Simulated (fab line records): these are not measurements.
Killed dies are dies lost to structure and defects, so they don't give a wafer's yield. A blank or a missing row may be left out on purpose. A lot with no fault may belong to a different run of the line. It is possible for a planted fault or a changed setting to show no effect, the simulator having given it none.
A single fault, viewed from 2 desks | flow nandHarc | every desk sees just its own numbers, and what lay behind them comes last

## TOOL OWNER'S DESK, wetBench-02
The tool's own readings at NHARC_P_GATE_PRECLEAN_70 (cleans in SC1): means of the sampled wafers that have a number, for each lot that ran on this tool. If a lot's mean is further than 4 standard deviations from the usual mean, the lot is out of limits and carries the mark OUT (the distance appears in the brackets).
Columns: A = tempC at NHARC_P_GATE_PRECLEAN_70, usual 49.99 C
lot  | first seen here | A
L518 | day 4 20:14     | 49.95
L519 | day 5 08:13     | 50.04
L521 | day 6 01:49     | 50.00
L522 | day 6 10:46     | 49.91
L532 | day 10 15:26    | 50.04
Result from this desk: across the 5 lots, nothing is out of limits.

## THE DEFECT DESK
Lot by lot, what the route's inspections counted, given as the mean of those sampled wafers with a number. If a lot's mean is further than 4 standard deviations from the usual mean, the lot is out of limits and carries the mark OUT (the distance appears in the brackets).
Columns: A = rawDefectCount at NHARC_P_GATE_INSPECT_28, usual 6.5; B = rawDefectCount at NHARC_P_GATE_INSPECT_68, usual 199
lot  | first seen here | A                       | B
L518 | day 5 22:05     | 6.0                     | 192
L519 | day 6 07:37     | 7.7                     | 162
L520 | day 6 11:22     | 8.3                     | 228
L521 | day 7 05:45     | 468.0 (+99 or more) OUT | 584 (+5.4) OUT
L522 | day 7 11:49     | 450.3 (+99 or more) OUT | 577 (+5.3) OUT
L531 | day 10 23:31    | 8.0                     | 211
L532 | day 11 16:39    | 10.3                    | 278
L533 | day 11 23:15    | 8.0                     | 211
L534 | day 12 10:43    | 6.0                     | 115
L535 | day 12 20:13    | 6.7                     | 129
L536 | day 13 10:11    | 8.3                     | 217
This desk's finding: out of limits on L521, L522; first on L521, day 7 05:45 (rawDefectCount at NHARC_P_GATE_INSPECT_28). L518, L519, L520, L531, L532, L533, L534, L535, L536 stayed within limits.

## PUT TOGETHER
The defect desk could have raised an alarm at day 7 05:45, on L521, L522.
The tool owner's desk saw nothing out of limits.
The tool owner's desk has L521, L522 on record, within its limits.
Of the lots named, all ran NHARC_P_GATE_PRECLEAN_70 on wetBench-02.

## WHAT THE SIMULATOR PUT IN
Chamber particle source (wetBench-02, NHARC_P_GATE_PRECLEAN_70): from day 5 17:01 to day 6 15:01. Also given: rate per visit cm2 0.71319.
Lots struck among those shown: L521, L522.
Hours from the fault's start to each desk's first reading out of limits: the defect desk, 37.
